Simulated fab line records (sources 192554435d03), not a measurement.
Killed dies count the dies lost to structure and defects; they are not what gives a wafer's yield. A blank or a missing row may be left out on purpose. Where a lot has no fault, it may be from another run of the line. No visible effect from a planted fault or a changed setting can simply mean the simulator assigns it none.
Which tool is to blame? | flow n5_finfet | 12 lots (36 wafers sampled), 1 step of a 1938-step route

== WHAT THE GAUGES READ, wafer by wafer ==
N5_BEOL_M10_OCD_MEAS_38.
lot  | measured     | on     | trench_depth_nm (nm)
L075 | day 10 18:11 | ocd-02 | 146 154 148
L078 | day 10 21:25 | ocd-01 | 154 153 142
L081 | day 11 07:57 | ocd-01 | 146 148 144
L080 | day 11 19:35 | ocd-01 | 151 145 149
L083 | day 12 11:03 | ocd-01 | 148 147 152
L088 | day 13 09:22 | ocd-02 | 146 151 153
L086 | day 13 14:34 | ocd-01 | 144 151 150
L089 | day 14 08:34 | ocd-02 | 147 154 154
L092 | day 14 11:51 | ocd-02 | 152 153 146
L093 | day 14 18:49 | ocd-01 | 149 141 142
L097 | day 15 16:02 | ocd-02 | 147 149 141
L095 | day 15 19:32 | ocd-01 | 153 143 150

== EACH LOT AND THE TOOL THAT RAN IT (in order: tool; ch and the chambers of the sampled wafers; start) ==
The record holds no process step before these readings.

== THE ANSWER, worked out from the rows above alone ==
Rule: what is usual is taken from the lots themselves. The widest of any qualifying gaps counts: lots, ordered by their means at a reading, are off when they make up no more than a third of the lots, leave a main group of 4 or more, and stand apart from it by 3 or more times the standard deviation of that group's means. A main group is skipped when, at the precision printed for the reading in the tables above, its means are all equal. Also off: a lot with no number at a reading for which 4 or more lots have one. The other lots that the step has rows for count as sound.
No lot is off at any reading shown: from this, nothing can be told.

== WHAT THE SIMULATOR HAD PUT IN ==
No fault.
